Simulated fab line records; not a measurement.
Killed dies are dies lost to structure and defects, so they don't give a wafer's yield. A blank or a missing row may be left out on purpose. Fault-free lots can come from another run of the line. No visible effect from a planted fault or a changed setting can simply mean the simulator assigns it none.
Which tool is to blame? / flow n5 finfet / 8 lots with 22 wafers sampled at 9 steps, on a route of 1938 steps

== WHAT THE GAUGES READ, wafer by wafer ==
N5_BEOL_M4_RC_MEAS_101.
lot=L406; measured=day 8 01:04; on=prober-01; DIBL_N (mV/V)=39.6 35.4 37.8; DIBL_P (mV/V)=41.3 36.2 39.6; IOFF_N (nA/um)=0.29 0.17 0.23; IOFF_P (nA/um)=0.36 0.22 0.32; ION_N (uA/um)=715 691 696; ION_P (uA/um)=484 470 480; SS_N (mV/dec)=72.7 71.5 72.1; SS_P (mV/dec)=74.8 73.3 74.0; VT_N (mV)=238 247 243; VT_P (mV)=-241 -246 -242
lot=L413; measured=day 10 14:59; on=prober-01; DIBL_N (mV/V)=36.7 36.1 35.3; DIBL_P (mV/V)=37.0 36.3 35.5; IOFF_N (nA/um)=0.18 0.17 0.14; IOFF_P (nA/um)=0.25 0.24 0.24; ION_N (uA/um)=681 673 662; ION_P (uA/um)=472 471 462; SS_N (mV/dec)=71.6 72.1 71.9; SS_P (mV/dec)=73.8 73.8 73.0; VT_N (mV)=246 249 253; VT_P (mV)=-245 -248 -246
lot=L416; measured=day 10 22:02; on=prober-01; DIBL_N (mV/V)=36.0 34.0 36.7; DIBL_P (mV/V)=34.8 31.5 34.3; IOFF_N (nA/um)=0.18 0.13 0.18; IOFF_P (nA/um)=0.22 0.17 0.21; ION_N (uA/um)=691 668 687; ION_P (uA/um)=467 462 474; SS_N (mV/dec)=71.4 70.7 71.0; SS_P (mV/dec)=72.5 71.9 72.6; VT_N (mV)=247 255 249; VT_P (mV)=-250 -251 -248
lot=L419; measured=day 11 13:43; on=prober-01; DIBL_N (mV/V)=34.1 35.7 35.5; DIBL_P (mV/V)=33.3 34.9 34.5; IOFF_N (nA/um)=0.12 0.14 0.14; IOFF_P (nA/um)=0.20 0.23 0.22; ION_N (uA/um)=659 666 657; ION_P (uA/um)=459 467 460; SS_N (mV/dec)=71.4 71.9 71.1; SS_P (mV/dec)=73.2 73.1 72.6; VT_N (mV)=254 251 252; VT_P (mV)=-249 -247 -249
lot=L418; measured=day 11 14:21; on=prober-02; DIBL_N (mV/V)=34.7 35.5; DIBL_P (mV/V)=32.9 35.6; IOFF_N (nA/um)=0.14 0.15; IOFF_P (nA/um)=0.15 0.20; ION_N (uA/um)=672 670; ION_P (uA/um)=454 461; SS_N (mV/dec)=71.4 71.3; SS_P (mV/dec)=72.9 72.9; VT_N (mV)=250 250; VT_P (mV)=-255 -252
lot=L425; measured=day 13 03:29; on=prober-01; DIBL_N (mV/V)=37.4 39.8 38.5; DIBL_P (mV/V)=36.0 41.2 37.6; IOFF_N (nA/um)=0.18 0.25 0.21; IOFF_P (nA/um)=0.20 0.31 0.23; ION_N (uA/um)=687 707 683; ION_P (uA/um)=459 480 460; SS_N (mV/dec)=71.9 73.3 72.8; SS_P (mV/dec)=73.4 74.3 73.8; VT_N (mV)=249 244 247; VT_P (mV)=-252 -249 -250
lot=L426; measured=day 13 10:34; on=prober-01; DIBL_N (mV/V)=33.4 37.3 35.5; DIBL_P (mV/V)=34.3 39.2 37.2; IOFF_N (nA/um)=0.12 0.20 0.15; IOFF_P (nA/um)=0.17 0.25 0.22; ION_N (uA/um)=671 687 670; ION_P (uA/um)=460 468 466; SS_N (mV/dec)=70.6 71.6 71.4; SS_P (mV/dec)=73.1 73.7 73.1; VT_N (mV)=256 246 251; VT_P (mV)=-255 -250 -250
lot=L427; measured=day 13 11:31; on=prober-02; DIBL_N (mV/V)=36.7 37.7; DIBL_P (mV/V)=37.9 40.2; IOFF_N (nA/um)=0.20 0.22; IOFF_P (nA/um)=0.26 0.31; ION_N (uA/um)=686 701; ION_P (uA/um)=474 487; SS_N (mV/dec)=72.2 72.3; SS_P (mV/dec)=73.6 74.8; VT_N (mV)=243 242; VT_P (mV)=-244 -241

N5_BEOL_M11_CD_MEAS_18: pitch 140 nm, target cd 70 nm.
lot=L406; measured=day 10 11:49; on=cd sem-03; cd nm (nm)=70.9 70.2 70.4
lot=L413; measured=day 13 00:14; on=cd sem-02; cd nm (nm)=69.8 69.0 69.9
lot=L416; measured=day 13 06:55; on=cd sem-02; cd nm (nm)=70.2 69.9 68.8
lot=L419; measured=day 13 18:57; on=cd sem-02; cd nm (nm)=71.7 - 71.2
lot=L418; measured=day 13 21:52; on=cd sem-02; cd nm (nm)=70.5 -
lot=L425; measured=day 15 14:40; on=cd sem-02; cd nm (nm)=70.4 70.3 70.9
lot=L426; measured=day 15 21:55; on=cd sem-02; cd nm (nm)=68.1 70.0 70.9
lot=L427; measured=day 15 22:24; on=cd sem-03; cd nm (nm)=70.8 70.2

N5_BEOL_M11_CD_MEAS_28: target cd 70 nm.
lot=L406; measured=day 10 13:36; on=cd sem-02; cd nm (nm)=68.0 68.5 68.9
lot=L413; measured=day 13 00:39; on=cd sem-01; cd nm (nm)=68.1 68.7 68.6
lot=L416; measured=day 13 09:23; on=cd sem-02; cd nm (nm)=69.4 70.3 67.6
lot=L419; measured=day 13 19:31; on=cd sem-02; cd nm (nm)=70.4 70.7 70.6
lot=L418; measured=day 13 22:13; on=cd sem-01; cd nm (nm)=68.6 69.3
lot=L425; measured=day 15 15:41; on=cd sem-01; cd nm (nm)=67.8 68.7 68.2
lot=L426; measured=day 15 22:23; on=cd sem-01; cd nm (nm)=66.5 68.5 67.5
lot=L427; measured=day 15 22:53; on=cd sem-01; cd nm (nm)=69.9 69.2

N5_BEOL_M11_OCD_MEAS_38.
lot=L406; measured=day 10 14:11; on=ocd-01; trench depth nm (nm)=142 153 154
lot=L413; measured=day 13 01:14; on=ocd-01; trench depth nm (nm)=146 144 143
lot=L416; measured=day 13 10:35; on=ocd-02; trench depth nm (nm)=140 155 148
lot=L419; measured=day 13 20:08; on=ocd-01; trench depth nm (nm)=143 2 147
lot=L418; measured=day 13 22:48; on=ocd-02; trench depth nm (nm)=145 1
lot=L425; measured=day 15 16:22; on=ocd-02; trench depth nm (nm)=146 143 143
lot=L426; measured=day 15 22:58; on=ocd-02; trench depth nm (nm)=150 148 151
lot=L427; measured=day 15 23:28; on=ocd-02; trench depth nm (nm)=149 147

N5_BEOL_M11_CD_MEAS_35: target cd 70 nm.
lot=L406; measured=day 10 14:22; on=cd sem-03; cd nm (nm)=70.9 70.0 70.3
lot=L413; measured=day 13 01:23; on=cd sem-03; cd nm (nm)=70.5 69.1 69.9
lot=L416; measured=day 13 10:44; on=cd sem-01; cd nm (nm)=69.8 70.3 68.6
lot=L419; measured=day 13 20:17; on=cd sem-02; cd nm (nm)=71.6 - 71.6
lot=L418; measured=day 13 22:57; on=cd sem-02; cd nm (nm)=70.1 -
lot=L425; measured=day 15 16:31; on=cd sem-02; cd nm (nm)=70.7 69.8 70.6
lot=L426; measured=day 15 23:07; on=cd sem-03; cd nm (nm)=68.4 69.9 70.8
lot=L427; measured=day 15 23:38; on=cd sem-01; cd nm (nm)=70.8 70.5

== EACH LOT AND THE TOOL THAT RAN IT (in order: tool; ch and the chambers of the sampled wafers; start) ==
lot=L406; N5_BEOL_M11_CURE_71=uv cure-01 ch 1, day 10 09:22; N5_BEOL_M11_DESCUM_16=rie diel-01 ch 0,1, day 10 11:22; N5_BEOL_M11_ETCH_62=rie diel-01 ch 0,1, day 10 11:27; N5_BEOL_M11_HM_OPEN_17=rie metal-02 ch 0,1, day 10 11:38
lot=L413; N5_BEOL_M11_CURE_71=uv cure-01 ch 1, day 12 22:02; N5_BEOL_M11_DESCUM_16=rie diel-02 ch 1,2,3, day 12 23:37; N5_BEOL_M11_ETCH_62=rie diel-02 ch 1,2,3, day 12 23:42; N5_BEOL_M11_HM_OPEN_17=rie metal-03 ch 0, day 12 23:55
lot=L416; N5_BEOL_M11_CURE_71=uv cure-01 ch 1, day 13 02:27; N5_BEOL_M11_DESCUM_16=rie diel-02 ch 1,2,3, day 13 06:13; N5_BEOL_M11_ETCH_62=rie diel-02 ch 1,2,3, day 13 06:18; N5_BEOL_M11_HM_OPEN_17=rie metal-03 ch 0, day 13 06:29
lot=L419; N5_BEOL_M11_CURE_71=uv cure-02 ch 0, day 13 16:20; N5_BEOL_M11_DESCUM_16=rie diel-02 ch 0,1,3, day 13 18:29; N5_BEOL_M11_ETCH_62=rie diel-02 ch 0,1,3, day 13 18:34; N5_BEOL_M11_HM_OPEN_17=rie metal-02 ch 0,1, day 13 18:47
lot=L418; N5_BEOL_M11_CURE_71=uv cure-03 ch 1, day 13 20:04; N5_BEOL_M11_DESCUM_16=rie diel-02 ch 0,3, day 13 21:25; N5_BEOL_M11_ETCH_62=rie diel-02 ch 0,3, day 13 21:29; N5_BEOL_M11_HM_OPEN_17=rie metal-02 ch 0, day 13 21:43
lot=L425; N5_BEOL_M11_CURE_71=uv cure-03 ch 2, day 15 11:55; N5_BEOL_M11_DESCUM_16=rie diel-01 ch 1,2,3, day 15 14:07; N5_BEOL_M11_ETCH_62=rie diel-01 ch 1,2,3, day 15 14:12; N5_BEOL_M11_HM_OPEN_17=rie metal-03 ch 0,1, day 15 14:23
lot=L426; N5_BEOL_M11_CURE_71=uv cure-03 ch 2, day 15 17:10; N5_BEOL_M11_DESCUM_16=rie diel-01 ch 0,1,3, day 15 21:28; N5_BEOL_M11_ETCH_62=rie diel-01 ch 0,1,3, day 15 21:32; N5_BEOL_M11_HM_OPEN_17=rie metal-02 ch 0,1, day 15 21:44
lot=L427; N5_BEOL_M11_CURE_71=uv cure-01 ch 2, day 15 18:08; N5_BEOL_M11_DESCUM_16=rie diel-01 ch 1,2, day 15 21:57; N5_BEOL_M11_ETCH_62=rie diel-01 ch 1,2, day 15 22:05; N5_BEOL_M11_HM_OPEN_17=rie metal-02 ch 0,1, day 15 22:16
- N5_BEOL_M11_CURE_71: cures SiCOH lowk, time 240 s.
- N5_BEOL_M11_DESCUM_16: chemistry O2, time 7.9 s.
- N5_BEOL_M11_ETCH_62: etches SOC in N2/H2, target depth 110 nm, overetch 22 nm, time 165 s.
- N5_BEOL_M11_HM_OPEN_17: chemistry Cl2/BCl3, target TiN, target depth 20 nm, overetch 6 nm.

== AS READ BY THE TOOLS THEMSELVES (means over the sampled wafers that have a number; for cases with no such wafer, the mark the record gives instead) ==
N5_BEOL_M11_CURE_71.
lot=L406; tool=uv cure-01; lamp power pct (%)=52.36; wafer_temp_C_max=387.3
lot=L413; tool=uv cure-01; lamp power pct (%)=52.27; wafer_temp_C_max=387.0
lot=L416; tool=uv cure-01; lamp power pct (%)=52.32; wafer_temp_C_max=387.1
lot=L419; tool=uv cure-02; lamp power pct (%)=52.30; wafer_temp_C_max=387.0
lot=L418; tool=uv cure-03; lamp power pct (%)=52.24; wafer_temp_C_max=387.5
lot=L425; tool=uv cure-03; lamp power pct (%)=52.29; wafer_temp_C_max=387.5
lot=L426; tool=uv cure-03; lamp power pct (%)=52.30; wafer_temp_C_max=387.6
lot=L427; tool=uv cure-01; lamp power pct (%)=52.27; wafer_temp_C_max=387.8

N5_BEOL_M11_DESCUM_16.
lot=L406; tool=rie diel-01; drypump motor current A (A)=5.3; oes product au (a.u.)=0.79; rf vpp V (V)=243.5; showerhead plenum p Torr (Torr)=2.16; throttle valve pct (%)=20.5
lot=L413; tool=rie diel-02; drypump motor current A (A)=5.8; oes product au (a.u.)=0.69; rf vpp V (V)=242.9; showerhead plenum p Torr (Torr)=2.08; throttle valve pct (%)=20.9
lot=L416; tool=rie diel-02; drypump motor current A (A)=5.8; oes product au (a.u.)=0.69; rf vpp V (V)=242.7; showerhead plenum p Torr (Torr)=2.08; throttle valve pct (%)=20.9
lot=L419; tool=rie diel-02; drypump motor current A (A)=5.8; oes product au (a.u.)=0.75; rf vpp V (V)=242.7; showerhead plenum p Torr (Torr)=2.08; throttle valve pct (%)=20.8
lot=L418; tool=rie diel-02; drypump motor current A (A)=5.9; oes product au (a.u.)=0.78; rf vpp V (V)=243.1; showerhead plenum p Torr (Torr)=2.12; throttle valve pct (%)=20.7
lot=L425; tool=rie diel-01; drypump motor current A (A)=5.8; oes product au (a.u.)=0.87; rf vpp V (V)=242.2; showerhead plenum p Torr (Torr)=2.06; throttle valve pct (%)=20.3
lot=L426; tool=rie diel-01; drypump motor current A (A)=5.7; oes product au (a.u.)=0.82; rf vpp V (V)=242.6; showerhead plenum p Torr (Torr)=2.09; throttle valve pct (%)=20.2
lot=L427; tool=rie diel-01; drypump motor current A (A)=5.6; oes product au (a.u.)=0.82; rf vpp V (V)=243.0; showerhead plenum p Torr (Torr)=2.08; throttle valve pct (%)=20.4

N5_BEOL_M11_ETCH_62.
lot=L406; tool=rie diel-01; drypump motor current A (A)=5.3; oes product au (a.u.)=0.68; rf vpp V (V)=525.2; showerhead plenum p Torr (Torr)=2.59; throttle valve pct (%)=17.7
lot=L413; tool=rie diel-02; drypump motor current A (A)=5.8; oes product au (a.u.)=0.59; rf vpp V (V)=522.4; showerhead plenum p Torr (Torr)=2.51; throttle valve pct (%)=18.3
lot=L416; tool=rie diel-02; drypump motor current A (A)=5.8; oes product au (a.u.)=0.59; rf vpp V (V)=523.5; showerhead plenum p Torr (Torr)=2.51; throttle valve pct (%)=18.3
lot=L419; tool=rie diel-02; drypump motor current A (A)=5.8; oes product au (a.u.)=0.68; rf vpp V (V)=523.2; showerhead plenum p Torr (Torr)=2.50; throttle valve pct (%)=18.1
lot=L418; tool=rie diel-02; drypump motor current A (A)=5.8; oes product au (a.u.)=0.71; rf vpp V (V)=525.2; showerhead plenum p Torr (Torr)=2.55; throttle valve pct (%)=18.1
lot=L425; tool=rie diel-01; drypump motor current A (A)=5.8; oes product au (a.u.)=0.73; rf vpp V (V)=522.7; showerhead plenum p Torr (Torr)=2.51; throttle valve pct (%)=17.8
lot=L426; tool=rie diel-01; drypump motor current A (A)=5.7; oes product au (a.u.)=0.70; rf vpp V (V)=523.7; showerhead plenum p Torr (Torr)=2.52; throttle valve pct (%)=17.6
lot=L427; tool=rie diel-01; drypump motor current A (A)=5.6; oes product au (a.u.)=0.70; rf vpp V (V)=522.7; showerhead plenum p Torr (Torr)=2.52; throttle valve pct (%)=18.0

N5_BEOL_M11_HM_OPEN_17.
lot=L406; tool=rie metal-02; drypump motor current A (A)=6.3; oes product au (a.u.)=0.70; throttle valve pct (%)=21.86
lot=L413; tool=rie metal-03; drypump motor current A (A)=5.3; oes product au (a.u.)=0.71; throttle valve pct (%)=21.89
lot=L416; tool=rie metal-03; drypump motor current A (A)=5.4; oes product au (a.u.)=0.71; throttle valve pct (%)=21.87
lot=L419; tool=rie metal-02; drypump motor current A (A)=6.3; oes product au (a.u.)=0.62; throttle valve pct (%)=21.97
lot=L418; tool=rie metal-02; drypump motor current A (A)=6.6; oes product au (a.u.)=0.59; throttle valve pct (%)=21.97
lot=L425; tool=rie metal-03; drypump motor current A (A)=5.6; oes product au (a.u.)=0.77; throttle valve pct (%)=22.05
lot=L426; tool=rie metal-02; drypump motor current A (A)=6.1; oes product au (a.u.)=0.67; throttle valve pct (%)=21.97
lot=L427; tool=rie metal-02; drypump motor current A (A)=6.2; oes product au (a.u.)=0.66; throttle valve pct (%)=21.95

== THE ANSWER, worked out from the rows above alone ==
Rule: usual is defined by the lots themselves. The widest of any qualifying gaps counts: lots, ordered by their means at a reading, are off when they make up no more than a third of the lots, leave a main group of 4 or more, and stand apart from it by 3 or more times the standard deviation of that group's means. A main group is skipped when, at the precision printed for the reading in the tables above, its means are all equal. A lot without any number at a reading at which 4 lots or more have one is off too. Any other lot the step has rows for is counted as sound. After the gauges, taken in route order, come the tools' own readings; for these a lot's mean is taken, as printed above. The first step at which some lot is off is used, and at that step the reading that is off furthest; a lot without a number counts as furthest.
Off at N5_BEOL_M11_OCD_MEAS_38 (trench depth nm): L419, L418. The main group has a mean of 147 nm with a standard deviation of 2.3.
If a tool, at a process step before that reading, ran all the lots that are off and no sound lot after the first of them, it fits. The gauges at N5_BEOL_M11_OCD_MEAS_38 are tried like those tools. One fits: N5_BEOL_M11_DESCUM_16 and N5_BEOL_M11_ETCH_62 on rie diel-02. At N5_BEOL_M11_DESCUM_16 its last sound lot is L416 (day 13 06:13), its first lot that is off L419 (day 13 18:29): a fault that began between those two fits.

== WHAT HAD BEEN PUT IN BY THE SIMULATOR ==
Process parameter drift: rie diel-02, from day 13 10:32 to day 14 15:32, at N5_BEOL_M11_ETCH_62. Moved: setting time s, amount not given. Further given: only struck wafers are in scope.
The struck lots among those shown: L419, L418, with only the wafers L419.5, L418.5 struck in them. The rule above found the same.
